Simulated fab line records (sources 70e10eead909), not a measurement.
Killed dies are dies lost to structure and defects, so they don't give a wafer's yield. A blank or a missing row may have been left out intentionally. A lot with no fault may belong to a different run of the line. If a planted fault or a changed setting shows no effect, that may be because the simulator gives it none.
Struck lot and sound lot, side by side    flow nand_harc    15 out of 1302 route steps
Sound: wafers L439.3, L439.4, L439.5. Struck: wafer L458.3 (left out: L458.1, L458.2 of the same lot, which were not struck); the cause appears at the end.
Order at every step that has rows: each side's tool, ch and its chambers, its first start. Under that, the readings that differ: sound wafers    struck wafers    difference of the means    sigmas: that difference in standard deviations of wafers without a fault.
alike: readings with means less than 2 such deviations apart, plus words and numbers identical on both sides. not compared: withheld readings, readings lacking a value on some wafer, bounds such as >300 that could conceal the same value, and numbers that have no deviation in the record and whose values overlap.
The two part at a step that has a row with sigmas, a row that says differs or no value, or rows on one side only. When numbers do not overlap yet have no deviation, they are printed without sigmas and do not part them. Lack of a reading on every wafer of one side parts them only where that side has two or more wafers.

first, 3 steps without rows for these wafers: NHARC_A_CHANNEL_HOLE_D1_STRIP_41 (strips in N2/H2); NHARC_A_CHANNEL_HOLE_D1_STRIP_42 (strips in CF4/CHF3); NHARC_A_CHANNEL_HOLE_D1_STRIP_43 (strips in O2/COS).
NHARC_A_CHANNEL_HOLE_D1_ETCH_44: etches the open film in CF4/O2, target depth 140 nm, overetch 14 nm, time 77 s.
  sound on rie_diel-13 ch 1,2, day 9 15:25; struck on rie_diel-13 ch 2, day 17 12:23
  alike: bias_w, drypump_motor_current_A, mfc_ar_sccm, oes_product_au, rf_vpp_V, showerhead_plenum_p_Torr, throttle_valve_pct
  not compared: rf_hours_counter_h
NHARC_A_CHANNEL_HOLE_D1_STRIP_27: strips in O2.
  sound: rie_diel-13 ch 1,2; struck: rie_diel-13 ch 0
  alike: drypump_motor_current_A, mfc_ar_sccm, oes_product_au, rf_vpp_V, showerhead_plenum_p_Torr, throttle_valve_pct
  not compared: rf_hours_counter_h
then, 2 steps without rows for these wafers: NHARC_A_CHANNEL_HOLE_D1_PRECLEAN_28 (cleans in SC1); NHARC_A_CHANNEL_HOLE_D1_SRD_29.
NHARC_A_CHANNEL_HOLE_D1_CD_MEAS_30:
  sound: cd_sem-01 at day 9 16:20; struck: cd_sem-01 at day 17 13:14
  alike: cd_nm
NHARC_A_CHANNEL_HOLE_D1_XSEM_31:
  sound on xsem-02 ch 0, day 9 16:26; struck on xsem-02 ch 0, day 17 13:19
reading      sound           struck  difference  sigmas
bow_nm (nm)  9.15 9.09 9.03  8.46    -0.63       -3
  alike: bot_cd_nm, tilt_deg
NHARC_A_CHANNEL_HOLE_D1_INSPECT_40:
  sound: defect_inspect-02 at day 9 16:31; struck: defect_inspect-01 at day 17 13:25
  alike: raw_defect_count
then, 2 steps without rows for these wafers: NHARC_A_CHANNEL_FILL_D1_PRECLEAN_00 (cleans in SC1); NHARC_A_CHANNEL_FILL_D1_SRD_01.
NHARC_A_CHANNEL_FILL_D1_ALD_02: deposits SiO2, target thk 6 nm, pulse time 10 s, ald cycles 60.
  sound on ald_hk-04 ch 2,3, day 9 16:43; struck on ald_hk-04 ch 2, day 17 13:37
reading                     sound              struck  difference  sigmas
ald_cycles                  60 60 60           65      +5          
precursor_pulse_height_rel  0.956 0.977 0.984  1.035   +0.063      +3
  alike: heater_power_w, susceptor_temp_C
NHARC_A_CHANNEL_FILL_D1_ALD_03: deposits SiNx, target thk 6 nm, pulse time 60 s, ald cycles 58.
  sound: ald_sin_batch-01 ch 0; struck: ald_sin_batch-01 ch 0
reading                     sound              struck  difference  sigmas
precursor_pulse_height_rel  1.020 1.020 1.051  0.976   -0.054      -2
  not compared: ald_cycles, susceptor_temp_C
-- break in the record here, with 16 days between the starts of the struck wafers on either side (left off in module A_CHANNEL_FILL_D1, picked up again in module END, where the first step shown is number 1302 on the route) --
NHARC_END_SORT_01:
  sound on prober-01 ch 0, day 26 00:28; struck on prober-01 ch 0, day 33 10:35
  alike: killed_at_array, killed_at_other, killed_at_periphery, killed_dies, killed_open, killed_short

WHERE THEY PART
Earliest at NHARC_A_CHANNEL_HOLE_D1_XSEM_31; latest, in this record, at NHARC_A_CHANNEL_FILL_D1_ALD_03. Later steps at which nothing parts them and some readings are alike: NHARC_END_SORT_01.

WHY: what the simulator had put in
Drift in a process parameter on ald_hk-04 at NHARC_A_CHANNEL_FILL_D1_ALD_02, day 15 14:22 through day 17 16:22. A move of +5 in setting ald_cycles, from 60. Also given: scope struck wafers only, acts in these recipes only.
